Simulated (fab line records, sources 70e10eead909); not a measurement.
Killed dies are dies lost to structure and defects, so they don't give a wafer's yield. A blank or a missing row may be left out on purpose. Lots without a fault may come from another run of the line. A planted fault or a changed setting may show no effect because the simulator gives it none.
Chamber matching | flow nand_harc | NHARC_A_ZERO_WELL_ETCH_19 on rie_diel-07: 4 sister chambers
The step etches the open film in N2/H2, target depth 80 nm, overetch 24 nm, time 87.88 s. 8 wafers are shown with their chamber, then 8 later ones without.

WAFERS WITH THEIR CHAMBER
wafer  | chamber | rf_vpp_V (V) | oes_product_au (a.u.)
L081.1 | 1       | 426.4        | 0.997
L086.3 | 2       | 434.6        | 0.978
L086.4 | 0       | 429.6        | 0.993
L086.6 | 2       | 434.6        | 0.988
L087.1 | 1       | 426.6        | 0.987
L087.2 | 3       | 433.3        | 0.998
L087.4 | 0       | 430.8        | 1.000
L090.3 | 3       | 435.2        | 1.003

WAFERS WITHOUT THEIR CHAMBER
wafer  | rf_vpp_V (V) | oes_product_au (a.u.)
L090.5 | 434.0        | 0.993
L090.6 | 426.4        | 0.993
L097.1 | 431.7        | 1.022
L097.3 | 433.6        | 0.993
L097.4 | 432.4        | 0.996
L096.1 | 431.2        | 1.014
L096.3 | 425.8        | 1.000
L096.4 | 432.9        | 1.006

WHICH CHAMBER EACH WENT THROUGH
wafer  | from the rows above          | in truth
L090.5 | can't be placed: 3 or 2      | 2
L090.6 | 1                            | 1
L097.1 | can't be placed: 0 or 3      | 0
L097.3 | can't be placed: 3 or 2      | 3
L097.4 | can't be placed: 3 or 0 or 2 | 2
L096.1 | can't be placed: 0 or 3      | 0
L096.3 | 1                            | 1
L096.4 | can't be placed: 3 or 0      | 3
Placed correctly: 2 of 8. Can't be placed from these rows: 6 (the true chamber is among the candidates in 6). Placed wrongly: 0.
How it was worked out, from the rows above alone: a wafer's distance from a chamber is the root of the sum, over the readings, of the square of ((its reading less the chamber's mean) divided by the reading's scatter). The wafer belongs to the nearest chamber; if the next one is less than 2 further off, it can't be placed. A chamber's mean is the mean of its shown wafers. The scatter: the root of (the sum of the squares of (reading less its chamber's mean) over the shown wafers, divided by (wafers less chambers)).
